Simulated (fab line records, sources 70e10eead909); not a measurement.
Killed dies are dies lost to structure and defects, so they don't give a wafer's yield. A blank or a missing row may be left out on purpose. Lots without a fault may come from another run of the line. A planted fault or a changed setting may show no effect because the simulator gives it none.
Chamber matching | flow nand_harc | NHARC_THIN_TSV_DEP_47 on pecvd-04: 3 sister chambers
The step deposits SiO2, target thk 200 nm. 30 wafers are shown with their chamber, then 12 later ones without.

WAFERS WITH THEIR CHAMBER
wafer  | chamber | throttle_valve_pct (%)
L074.1 | 2       | 15.7
L074.3 | 0       | 16.2
L074.5 | 2       | 15.6
L077.1 | 1       | 15.8
L077.5 | 0       | 16.3
L077.6 | 1       | 15.8
L078.1 | 1       | 16.0
L078.2 | 0       | 16.0
L078.3 | 2       | 15.4
L078.4 | 0       | 16.0
L078.5 | 1       | 15.8
L078.6 | 2       | 15.5
L079.1 | 0       | 16.2
L079.2 | 2       | 15.8
L079.3 | 1       | 15.8
L080.1 | 1       | 15.8
L080.4 | 1       | 15.7
L080.5 | 2       | 15.8
L083.3 | 1       | 16.1
L083.4 | 0       | 16.6
L083.6 | 2       | 15.9
L082.3 | 1       | 15.6
L082.4 | 0       | 16.5
L082.6 | 2       | 15.9
L084.1 | 1       | 15.9
L084.5 | 2       | 15.7
L084.6 | 0       | 16.3
L088.2 | 2       | 15.8
L088.4 | 2       | 15.9
L088.6 | 0       | 16.6

SIGNATURES (means of the wafers above)
reading            | chamber 0 | chamber 1 | chamber 2 | scatter within a chamber
throttle_valve_pct | 16.300    | 15.830    | 15.727    | 0.181
Rule: a wafer's distance from a chamber is the root of the sum, over the readings, of the square of ((its reading less the chamber's mean) divided by the reading's scatter). The wafer belongs to the nearest chamber; if the next one is less than 2 further off, it can't be placed. The scatter: the root of (the sum of the squares of (reading less its chamber's mean) over the shown wafers, divided by (wafers less chambers)).

WAFERS WITHOUT THEIR CHAMBER
wafer  | throttle_valve_pct (%)
L091.1 | 16.1
L091.5 | 15.8
L091.6 | 16.0
L085.2 | 16.1
L085.4 | 15.8
L085.6 | 16.4
L089.1 | 15.9
L089.2 | 16.6
L089.4 | 16.3
L097.3 | 16.5
L097.4 | 16.5
L097.6 | 15.8

WHICH CHAMBER EACH WENT THROUGH
wafer  | from the rows above          | in truth
L091.1 | can't be placed: 0 or 1 or 2 | 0
L091.5 | can't be placed: 1 or 2      | 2
L091.6 | can't be placed: 1 or 2 or 0 | 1
L085.2 | can't be placed: 0 or 1 or 2 | 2
L085.4 | can't be placed: 1 or 2      | 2
L085.6 | 0                            | 0
L089.1 | can't be placed: 1 or 2 or 0 | 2
L089.2 | 0                            | 0
L089.4 | 0                            | 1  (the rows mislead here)
L097.3 | 0                            | 0
L097.4 | 0                            | 0
L097.6 | can't be placed: 1 or 2      | 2
Placed correctly: 4 of 12. Can't be placed from these rows: 7 (the true chamber is among the candidates in 7). Placed wrongly: 1.
